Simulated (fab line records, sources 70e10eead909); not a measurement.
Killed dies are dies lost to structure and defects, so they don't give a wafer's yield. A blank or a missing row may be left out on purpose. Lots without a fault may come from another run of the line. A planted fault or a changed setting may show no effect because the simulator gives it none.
Which tool did it? | flow nand_harc | 24 lots, 72 wafers sampled, at 6 steps of a route of 1159

WHAT THE GAUGES READ, wafer by wafer
The record holds no reading of a measuring or inspecting step that can be judged against a usual standard deviation.

WHICH TOOL RAN EACH LOT (tool, then ch and the chambers of the sampled wafers, then the start)
lot  | NHARC_A_CHANNEL_FILL_D1_STRIP_29              | NHARC_A_STAIRCASE_ETCH_23                     | NHARC_A_STAIRCASE_ETCH_25                     | NHARC_A_STAIRCASE_ETCH_190                    | NHARC_A_STAIRCASE_TRIM_198                    | NHARC_A_STAIRCASE_DESCUM_219
L074 | rie_diel-01 ch 1,2, day 11 05:41 or earlier   | rie_diel-12 ch 1,2, day 11 05:41 or earlier   | rie_diel-12 ch 2,3, day 11 05:41 or earlier   | rie_diel-03 ch 1,2,3, day 11 05:41 or earlier | rie_diel-03 ch 0,2,3, day 11 05:41 or earlier | rie_diel-12 ch 0,1,3, day 11 05:41
L075 | rie_diel-05 ch 0,1,2, day 11 04:37 or earlier | rie_diel-12 ch 0,2,3, day 11 04:37 or earlier | rie_diel-12 ch 1,2, day 11 04:37 or earlier   | rie_diel-12 ch 0,3, day 11 04:37 or earlier   | rie_diel-12 ch 0,3, day 11 04:37 or earlier   | rie_diel-12 ch 0,2, day 11 04:37
L077 | rie_diel-01 ch 0,1,2, day 11 09:35 or earlier | rie_diel-08 ch 0,2, day 11 09:35 or earlier   | rie_diel-08 ch 0,1, day 11 09:35 or earlier   | rie_diel-08 ch 1,2,3, day 11 09:35 or earlier | rie_diel-08 ch 1,2,3, day 11 09:35 or earlier | rie_diel-03 ch 0,2, day 11 09:35
L076 | rie_diel-01 ch 0,1,2, day 11 19:24 or earlier | rie_diel-12 ch 0,1,2, day 11 19:24 or earlier | rie_diel-12 ch 0,1,3, day 11 19:24 or earlier | rie_diel-08 ch 0,2,3, day 11 19:24 or earlier | rie_diel-12 ch 0,1,3, day 11 19:24 or earlier | rie_diel-12 ch 0,2,3, day 11 19:24
L080 | rie_diel-05 ch 1,2,3, day 11 10:14            | rie_diel-12 ch 0,1,2, day 12 05:16 or earlier | rie_diel-12 ch 0,1,3, day 12 05:16 or earlier | rie_diel-03 ch 1,2,3, day 12 05:16 or earlier | rie_diel-12 ch 0,1, day 12 05:16 or earlier   | rie_diel-03 ch 0,1,3, day 12 05:16
L078 | rie_diel-05 ch 1,3, day 12 08:07 or earlier   | rie_diel-12 ch 0,1,3, day 12 08:07 or earlier | rie_diel-12 ch 1,3, day 12 08:07 or earlier   | rie_diel-08 ch 1,2, day 12 08:07 or earlier   | rie_diel-12 ch 0,1,3, day 12 08:07 or earlier | rie_diel-12 ch 1,3, day 12 08:07
L079 | rie_diel-01 ch 1,2, day 12 08:19 or earlier   | rie_diel-12 ch 1,2,3, day 12 08:19 or earlier | rie_diel-12 ch 0,1, day 12 08:19 or earlier   | rie_diel-12 ch 0,2,3, day 12 08:19 or earlier | rie_diel-08 ch 1,2, day 12 08:19 or earlier   | rie_diel-12 ch 1,2,3, day 12 08:19
L081 | rie_diel-01 ch 0,2,3, day 13 00:22 or earlier | rie_diel-03 ch 1,2,3, day 13 00:22 or earlier | rie_diel-03 ch 0,1,2, day 13 00:22 or earlier | rie_diel-12 ch 0,1,3, day 13 00:22 or earlier | rie_diel-12 ch 1,2,3, day 13 00:22 or earlier | rie_diel-12 ch 1,2,3, day 13 00:22
L082 | rie_diel-05 ch 2,3, day 13 10:16 or earlier   | rie_diel-08 ch 0,1,2, day 13 10:16 or earlier | rie_diel-08 ch 0,2,3, day 13 10:16 or earlier | rie_diel-12 ch 0,1,2, day 13 10:16 or earlier | rie_diel-12 ch 0,1,2, day 13 10:16 or earlier | rie_diel-12 ch 0,2,3, day 13 10:16
L083 | rie_diel-01 ch 1,2, day 13 10:19 or earlier   | rie_diel-12 ch 1,2,3, day 13 10:19 or earlier | rie_diel-12 ch 0,2, day 13 10:19 or earlier   | rie_diel-08 ch 1,3, day 13 10:19 or earlier   | rie_diel-08 ch 1,3, day 13 10:19 or earlier   | rie_diel-12 ch 0,2,3, day 13 10:19
L084 | rie_diel-05 ch 1,2, day 13 17:38 or earlier   | rie_diel-08 ch 0,1, day 13 17:38 or earlier   | rie_diel-08 ch 2,3, day 13 17:38 or earlier   | rie_diel-12 ch 0,1,3, day 13 17:38 or earlier | rie_diel-03 ch 0,1,2, day 13 17:38 or earlier | rie_diel-12 ch 0,2,3, day 13 17:38
L085 | rie_diel-05 ch 1,2, day 13 18:29 or earlier   | rie_diel-08 ch 0,2,3, day 13 18:29 or earlier | rie_diel-08 ch 2,3, day 13 18:29 or earlier   | rie_diel-12 ch 1,2,3, day 13 18:29 or earlier | rie_diel-12 ch 0,3, day 13 18:29 or earlier   | rie_diel-03 ch 0,2, day 13 18:29
L086 | rie_diel-05 ch 2,3, day 14 00:01 or earlier   | rie_diel-12 ch 0,1, day 14 00:01 or earlier   | rie_diel-12 ch 0,1,2, day 14 00:01 or earlier | rie_diel-03 ch 0,2,3, day 14 00:01 or earlier | rie_diel-03 ch 2,3, day 14 00:01 or earlier   | rie_diel-08 ch 1,2,3, day 14 00:01
L087 | rie_diel-05 ch 0,1,3, day 14 00:10 or earlier | rie_diel-12 ch 0,2,3, day 14 00:10 or earlier | rie_diel-12 ch 1,2,3, day 14 00:10 or earlier | rie_diel-12 ch 1,2, day 14 00:10 or earlier   | rie_diel-03 ch 1,2,3, day 14 00:10 or earlier | rie_diel-12 ch 2,3, day 14 00:10
L088 | rie_diel-01 ch 0,3, day 13 17:55              | rie_diel-08 ch 0,1, day 14 11:20 or earlier   | rie_diel-08 ch 1,2,3, day 14 11:20 or earlier | rie_diel-12 ch 1,3, day 14 11:20 or earlier   | rie_diel-12 ch 1,2,3, day 14 11:20 or earlier | rie_diel-12 ch 1,3, day 14 11:20
L090 | rie_diel-01 ch 1,2,3, day 14 21:17 or earlier | rie_diel-03 ch 0,2,3, day 14 21:17 or earlier | rie_diel-03 ch 0,1,3, day 14 21:17 or earlier | rie_diel-08 ch 0,3, day 14 21:17 or earlier   | rie_diel-08 ch 1,2,3, day 14 21:17 or earlier | rie_diel-12 ch 1,3, day 14 21:17
L089 | rie_diel-05 ch 0,1,3, day 14 19:47 or earlier | rie_diel-12 ch 1,2,3, day 14 19:47 or earlier | rie_diel-12 ch 1,3, day 14 19:47 or earlier   | rie_diel-08 ch 1,3, day 14 19:47 or earlier   | rie_diel-03 ch 0,3, day 14 19:47 or earlier   | rie_diel-08 ch 1,2,3, day 14 19:47
L091 | rie_diel-05 ch 0,2, day 15 07:32 or earlier   | rie_diel-12 ch 2,3, day 15 07:32 or earlier   | rie_diel-12 ch 1,3, day 15 07:32 or earlier   | rie_diel-03 ch 1,3, day 15 07:32 or earlier   | rie_diel-12 ch 2,3, day 15 07:32 or earlier   | rie_diel-03 ch 1,2,3, day 15 07:32
L092 | rie_diel-05 ch 1,3, day 15 14:08 or earlier   | rie_diel-12 ch 1,2, day 15 14:08 or earlier   | rie_diel-12 ch 0,2, day 15 14:08 or earlier   | rie_diel-12 ch 0,1,2, day 15 14:08 or earlier | rie_diel-12 ch 0,2, day 15 14:08 or earlier   | rie_diel-12 ch 0,1,2, day 15 14:08
L093 | rie_diel-01 ch 0,2, day 15 05:09              | rie_diel-12 ch 0,1,3, day 15 23:46 or earlier | rie_diel-12 ch 0,2,3, day 15 23:46 or earlier | rie_diel-03 ch 0,2,3, day 15 23:46 or earlier | rie_diel-03 ch 0,1,3, day 15 23:46 or earlier | rie_diel-12 ch 0,2,3, day 15 23:46
L094 | rie_diel-06 ch 0,1,2, day 15 22:14 or earlier | rie_diel-08 ch 0,1,3, day 15 22:14 or earlier | rie_diel-08 ch 1,3, day 15 22:14 or earlier   | rie_diel-12 ch 1,3, day 15 22:14 or earlier   | rie_diel-12 ch 0,1, day 15 22:14 or earlier   | rie_diel-03 ch 0,2,3, day 15 22:14
L095 | rie_diel-01 ch 0,2,3, day 16 06:34 or earlier | rie_diel-12 ch 2,3, day 16 06:34 or earlier   | rie_diel-12 ch 1,3, day 16 06:34 or earlier   | rie_diel-03 ch 1,2,3, day 16 06:34 or earlier | rie_diel-03 ch 2,3, day 16 06:34 or earlier   | rie_diel-12 ch 0,1,2, day 16 06:34
L096 | rie_diel-05 ch 0,1,2, day 16 12:20 or earlier | rie_diel-08 ch 0,1,2, day 16 12:20 or earlier | rie_diel-08 ch 0,1, day 16 12:20 or earlier   | rie_diel-12 ch 1,2, day 16 12:20 or earlier   | rie_diel-12 ch 0,3, day 16 12:20 or earlier   | rie_diel-03 ch 0,2, day 16 12:20
L097 | rie_diel-01 ch 1,2, day 17 04:13 or earlier   | rie_diel-03 ch 1,3, day 17 04:13 or earlier   | rie_diel-03 ch 1,2, day 17 04:13 or earlier   | rie_diel-08 ch 0,3, day 17 04:13 or earlier   | rie_diel-03 ch 0,2, day 17 04:13 or earlier   | rie_diel-08 ch 0,1,3, day 17 04:13
- NHARC_A_CHANNEL_FILL_D1_STRIP_29: strips in O2, time 20 s.
- NHARC_A_STAIRCASE_ETCH_23: etches the open film in C4F8/O2, target depth 100 nm, time 40.5 s.
- NHARC_A_STAIRCASE_ETCH_25: etches the open film in C4F8/O2, target depth 100 nm, time 40.5 s.
- NHARC_A_STAIRCASE_ETCH_190: etches the open film in C4F8/O2, target depth 100 nm, time 40.5 s.
- NHARC_A_STAIRCASE_TRIM_198: chemistry O2, time 211.2 s.
- NHARC_A_STAIRCASE_DESCUM_219: chemistry O2, time 3 s.

WHAT THE TOOLS THEMSELVES READ (means of the sampled wafers that have a number; where no wafer has one, the mark that the record gives instead)
NHARC_A_CHANNEL_FILL_D1_STRIP_29. Usual: drypump_motor_current_A 5.7 A, standard deviation 0.57; oes_product_au 1.004 a.u., standard deviation 0.0098; rf_vpp_V 58.0 V, standard deviation 0.79; showerhead_plenum_p_Torr 3.62 Torr, standard deviation 0.11; throttle_valve_pct 17.035 %, standard deviation 0.0096.
lot  | tool        | drypump_motor_current_A (A) | oes_product_au (a.u.) | rf_vpp_V (V) | showerhead_plenum_p_Torr (Torr) | throttle_valve_pct (%) | flag
L074 | rie_diel-01 | 5.8                         | 0.998                 | 59.0         | 3.63                            | 17.032                 |
L075 | rie_diel-05 | 5.7                         | 1.006                 | 57.9         | 3.53                            | 17.032                 |
L077 | rie_diel-01 | 5.6                         | 1.006                 | 58.2         | 3.65                            | 17.027                 |
L076 | rie_diel-01 | 5.6                         | 1.011                 | 58.6         | 3.65                            | 17.036                 |
L080 | rie_diel-05 | 5.3                         | 1.014                 | 57.6         | 3.62                            | 17.027                 |
L078 | rie_diel-05 | 4.9                         | 1.011                 | 59.3         | 3.73                            | 17.034                 |
L079 | rie_diel-01 | 5.5                         | 0.987                 | 57.9         | 3.64                            | 17.046                 |
L081 | rie_diel-01 | 6.0                         | 1.014                 | 58.4         | 3.67                            | 17.037                 |
L082 | rie_diel-05 | 5.4                         | 1.001                 | 57.7         | 3.67                            | 17.034                 |
L083 | rie_diel-01 | 5.8                         | 1.004                 | 57.5         | 3.63                            | 17.030                 |
L084 | rie_diel-05 | 5.3                         | 1.009                 | 57.7         | 3.58                            | 17.033                 |
L085 | rie_diel-05 | 5.8                         | 1.018                 | 57.8         | 3.52                            | 17.040                 |
L086 | rie_diel-05 | 5.8                         | 1.010                 | 58.3         | 3.57                            | 17.027                 |
L087 | rie_diel-05 | 5.2                         | 0.997                 | 57.9         | 3.63                            | 17.041                 |
L088 | rie_diel-01 | 6.1                         | 1.007                 | 58.6         | 3.70                            | 17.035                 |
L090 | rie_diel-01 | 5.9                         | 0.997                 | 57.8         | 3.66                            | 17.037                 |
L089 | rie_diel-05 | 5.2                         | 1.011                 | 58.1         | 3.63                            | 17.045                 |
L091 | rie_diel-05 | 6.2                         | 1.007                 | 57.1         | 3.47                            | 17.052                 |
L092 | rie_diel-05 | 4.9                         | 1.008                 | 58.6         | 3.73                            | 17.033                 |
L093 | rie_diel-01 | 5.7                         | 1.006                 | 58.2         | 3.66                            | 17.035                 |
L094 | rie_diel-06 | 6.1                         | 1.011                 | 57.6         | 3.46                            | 17.034                 |
L095 | rie_diel-01 | 6.0                         | 0.997                 | 58.2         | 3.67                            | 17.032                 |
L096 | rie_diel-05 | 5.7                         | 1.003                 | 57.9         | 3.52                            | 17.041                 |
L097 | rie_diel-01 | 5.8                         | 0.988                 | 58.2         | 3.63                            | 17.032                 |

NHARC_A_STAIRCASE_ETCH_23. Usual: oes_product_au 0.942 a.u., standard deviation 0.013; rf_vpp_V 895 V, standard deviation 4.9.
lot  | tool        | oes_product_au (a.u.) | rf_vpp_V (V) | flag
L074 | rie_diel-12 | 0.930                 | 897          |
L075 | rie_diel-12 | 0.931                 | 899          |
L077 | rie_diel-08 | 0.937                 | 895          |
L076 | rie_diel-12 | 0.955                 | 895          |
L080 | rie_diel-12 | 0.943                 | 895          |
L078 | rie_diel-12 | 0.935                 | 894          |
L079 | rie_diel-12 | 0.935                 | 897          |
L081 | rie_diel-03 | 0.967                 | 892          |
L082 | rie_diel-08 | 0.953                 | 893          |
L083 | rie_diel-12 | 0.939                 | 898          |
L084 | rie_diel-08 | 0.948                 | 890          |
L085 | rie_diel-08 | 0.936                 | 893          |
L086 | rie_diel-12 | 0.929                 | 891          |
L087 | rie_diel-12 | 0.943                 | 897          |
L088 | rie_diel-08 | 0.936                 | 889          |
L090 | rie_diel-03 | 0.958                 | 890          |
L089 | rie_diel-12 | 0.935                 | 897          |
L091 | rie_diel-12 | 0.949                 | 901          |
L092 | rie_diel-12 | 0.940                 | 893          |
L093 | rie_diel-12 | 0.934                 | 894          |
L094 | rie_diel-08 | 0.932                 | 890          |
L095 | rie_diel-12 | 0.943                 | 900          |
L096 | rie_diel-08 | 0.939                 | 892          |
L097 | rie_diel-03 | 0.949                 | 892          |

NHARC_A_STAIRCASE_ETCH_25. Usual: oes_product_au 0.941 a.u., standard deviation 0.011; rf_vpp_V 894 V, standard deviation 4.8.
lot  | tool        | oes_product_au (a.u.) | rf_vpp_V (V) | flag
L074 | rie_diel-12 | 0.928                 | 901          |
L075 | rie_diel-12 | 0.924                 | 897          |
L077 | rie_diel-08 | 0.939                 | 891          |
L076 | rie_diel-12 | 0.939                 | 895          |
L080 | rie_diel-12 | 0.945                 | 895          |
L078 | rie_diel-12 | 0.938                 | 894          |
L079 | rie_diel-12 | 0.936                 | 892          |
L081 | rie_diel-03 | 0.962                 | 890          |
L082 | rie_diel-08 | 0.943                 | 893          |
L083 | rie_diel-12 | 0.939                 | 896          |
L084 | rie_diel-08 | 0.937                 | 894          |
L085 | rie_diel-08 | 0.943                 | 897          |
L086 | rie_diel-12 | 0.939                 | 894          |
L087 | rie_diel-12 | 0.931                 | 897          |
L088 | rie_diel-08 | 0.944                 | 894          |
L090 | rie_diel-03 | 0.949                 | 890          |
L089 | rie_diel-12 | 0.939                 | 898          |
L091 | rie_diel-12 | 0.938                 | 896          |
L092 | rie_diel-12 | 0.944                 | 896          |
L093 | rie_diel-12 | 0.941                 | 898          |
L094 | rie_diel-08 | 0.933                 | 892          |
L095 | rie_diel-12 | 0.939                 | 893          |
L096 | rie_diel-08 | 0.933                 | 889          |
L097 | rie_diel-03 | 0.940                 | 889          |

NHARC_A_STAIRCASE_ETCH_190. Usual: oes_product_au 0.942 a.u., standard deviation 0.01; rf_vpp_V 893 V, standard deviation 4.6.
lot  | tool        | oes_product_au (a.u.) | rf_vpp_V (V) | flag
L074 | rie_diel-03 | 0.930                 | 891          |
L075 | rie_diel-12 | 0.941                 | 897          |
L077 | rie_diel-08 | 0.940                 | 894          |
L076 | rie_diel-08 | 0.938                 | 893          |
L080 | rie_diel-03 | 0.943                 | 891          |
L078 | rie_diel-08 | 0.959                 | 897          |
L079 | rie_diel-12 | 0.945                 | 898          |
L081 | rie_diel-12 | 0.940                 | 894          |
L082 | rie_diel-12 | 0.938                 | 895          |
L083 | rie_diel-08 | 0.945                 | 892          |
L084 | rie_diel-12 | 0.929                 | 895          |
L085 | rie_diel-12 | 0.940                 | 896          |
L086 | rie_diel-03 | 0.951                 | 890          |
L087 | rie_diel-12 | 0.943                 | 897          |
L088 | rie_diel-12 | 0.932                 | 894          |
L090 | rie_diel-08 | 0.930                 | 889          |
L089 | rie_diel-08 | 0.948                 | 892          |
L091 | rie_diel-03 | 0.950                 | 890          |
L092 | rie_diel-12 | 0.941                 | 894          |
L093 | rie_diel-03 | 0.945                 | 890          |
L094 | rie_diel-12 | 0.936                 | 897          |
L095 | rie_diel-03 | 0.958                 | 891          |
L096 | rie_diel-12 | 0.944                 | 893          |
L097 | rie_diel-08 | 0.937                 | 891          |

NHARC_A_STAIRCASE_TRIM_198. Usual: drypump_motor_current_A 6.0 A, standard deviation 0.4; oes_product_au 1.000 a.u., standard deviation 0.0095; rf_vpp_V 57.7 V, standard deviation 0.81; showerhead_plenum_p_Torr 3.46 Torr, standard deviation 0.13; throttle_valve_pct 17.037 %, standard deviation 0.0091.
lot  | tool        | drypump_motor_current_A (A) | oes_product_au (a.u.) | rf_vpp_V (V) | showerhead_plenum_p_Torr (Torr) | throttle_valve_pct (%) | flag
L074 | rie_diel-03 | 5.8                         | 0.995                 | 56.8         | 3.38                            | 17.038                 |
L075 | rie_diel-12 | 6.0                         | 1.006                 | 57.7         | 3.54                            | 17.037                 |
L077 | rie_diel-08 | 6.0                         | 1.002                 | 57.6         | 3.49                            | 17.040                 |
L076 | rie_diel-12 | 6.0                         | 0.997                 | 57.1         | 3.50                            | 17.039                 |
L080 | rie_diel-12 | 5.8                         | 0.989                 | 57.0         | 3.43                            | 17.036                 |
L078 | rie_diel-12 | 6.0                         | 0.991                 | 58.0         | 3.50                            | 17.043                 |
L079 | rie_diel-08 | 6.3                         | 1.001                 | 58.3         | 3.53                            | 17.029                 |
L081 | rie_diel-12 | 6.2                         | 0.988                 | 58.0         | 3.56                            | 17.038                 |
L082 | rie_diel-12 | 6.0                         | 0.997                 | 58.4         | 3.49                            | 17.035                 |
L083 | rie_diel-08 | 5.8                         | 1.000                 | 58.2         | 3.42                            | 17.034                 |
L084 | rie_diel-03 | 6.0                         | 1.009                 | 57.6         | 3.35                            | 17.041                 |
L085 | rie_diel-12 | 6.2                         | 1.000                 | 58.1         | 3.60                            | 17.034                 |
L086 | rie_diel-03 | 5.5                         | 1.011                 | 57.2         | 3.38                            | 17.030                 |
L087 | rie_diel-03 | 5.6                         | 1.010                 | 57.4         | 3.40                            | 17.048                 |
L088 | rie_diel-12 | 6.2                         | 0.999                 | 57.9         | 3.55                            | 17.039                 |
L090 | rie_diel-08 | 6.0                         | 0.996                 | 57.5         | 3.47                            | 17.036                 |
L089 | rie_diel-03 | 5.7                         | 1.018                 | 57.4         | 3.40                            | 17.035                 |
L091 | rie_diel-12 | 6.4                         | 0.995                 | 58.3         | 3.65                            | 17.032                 |
L092 | rie_diel-12 | 6.1                         | 0.997                 | 57.8         | 3.58                            | 17.034                 |
L093 | rie_diel-03 | 5.9                         | 1.007                 | 57.5         | 3.37                            | 17.030                 |
L094 | rie_diel-12 | 5.8                         | 1.004                 | 57.8         | 3.38                            | 17.044                 |
L095 | rie_diel-03 | 5.4                         | 1.011                 | 57.1         | 3.41                            | 17.041                 |
L096 | rie_diel-12 | 6.3                         | 1.007                 | 57.8         | 3.58                            | 17.042                 |
L097 | rie_diel-03 | 5.9                         | 1.014                 | 57.3         | 3.32                            | 17.037                 |

NHARC_A_STAIRCASE_DESCUM_219. Usual: drypump_motor_current_A 6.0 A, standard deviation 0.38; oes_product_au 0.998 a.u., standard deviation 0.0089; rf_vpp_V 57.7 V, standard deviation 0.95; showerhead_plenum_p_Torr 1.89 Torr, standard deviation 0.079; throttle_valve_pct 11.311 %, standard deviation 0.009.
lot  | tool        | drypump_motor_current_A (A) | oes_product_au (a.u.) | rf_vpp_V (V) | showerhead_plenum_p_Torr (Torr) | throttle_valve_pct (%) | flag
L074 | rie_diel-12 | 6.0                         | 0.990                 | 56.8         | 1.90                            | 11.305                 |
L075 | rie_diel-12 | 6.1                         | 0.989                 | 58.1         | 1.95                            | 11.314                 |
L077 | rie_diel-03 | 6.2                         | 0.992                 | 56.8         | 1.80                            | 11.312                 |
L076 | rie_diel-12 | 6.1                         | 0.997                 | 58.1         | 1.96                            | 11.302                 |
L080 | rie_diel-03 | 5.9                         | 1.003                 | 57.2         | 1.83                            | 11.311                 |
L078 | rie_diel-12 | 6.3                         | 0.996                 | 58.0         | 1.94                            | 11.311                 |
L079 | rie_diel-12 | 6.2                         | 0.991                 | 58.1         | 1.94                            | 11.298                 |
L081 | rie_diel-12 | 6.2                         | 0.991                 | 58.4         | 1.94                            | 11.319                 |
L082 | rie_diel-12 | 6.2                         | 1.001                 | 57.1         | 1.95                            | 11.312                 |
L083 | rie_diel-12 | 6.2                         | 0.992                 | 58.4         | 1.95                            | 11.324                 |
L084 | rie_diel-12 | 6.1                         | 0.999                 | 58.9         | 1.95                            | 11.316                 |
L085 | rie_diel-03 | 6.2                         | 1.009                 | 57.7         | 1.80                            | 11.317                 |
L086 | rie_diel-08 | 6.0                         | 1.004                 | 57.2         | 1.88                            | 11.312                 |
L087 | rie_diel-12 | 6.4                         | 0.993                 | 59.3         | 1.98                            | 11.316                 |
L088 | rie_diel-12 | 6.1                         | 0.998                 | 56.9         | 1.87                            | 11.316                 |
L090 | rie_diel-12 | 6.3                         | 0.994                 | 57.6         | 1.93                            | 11.310                 |
L089 | rie_diel-08 | 6.0                         | 1.003                 | 58.3         | 1.88                            | 11.310                 |
L091 | rie_diel-03 | 5.6                         | 1.008                 | 58.4         | 1.83                            | 11.306                 |
L092 | rie_diel-12 | 6.0                         | 0.995                 | 56.9         | 1.89                            | 11.315                 |
L093 | rie_diel-12 | 6.1                         | 1.005                 | 57.8         | 1.95                            | 11.308                 |
L094 | rie_diel-03 | 5.7                         | 1.014                 | 56.9         | 1.81                            | 11.313                 |
L095 | rie_diel-12 | 6.0                         | 0.996                 | 57.6         | 1.88                            | 11.311                 |
L096 | rie_diel-03 | 5.8                         | 1.008                 | 57.7         | 1.79                            | 11.307                 |
L097 | rie_diel-08 | 5.9                         | 0.996                 | 56.7         | 1.83                            | 11.305                 |

THE ANSWER, worked out from the rows above alone
Rule: a lot is off if the mean of its wafers that have a number lies more than 3 standard deviations from the usual mean. A lot without any number at a reading at which 4 lots or more have one is off too. The other lots that the step has rows for count as sound. The gauges are gone through in route order, then the tools' own readings, and for those a lot's mean is taken as printed above. The first step at which some lot is off is used, and at that step the reading that is off furthest; a lot without a number counts as furthest.
No lot is off at any reading shown: from this, nothing can be told.

WHAT THE SIMULATOR HAD PUT IN
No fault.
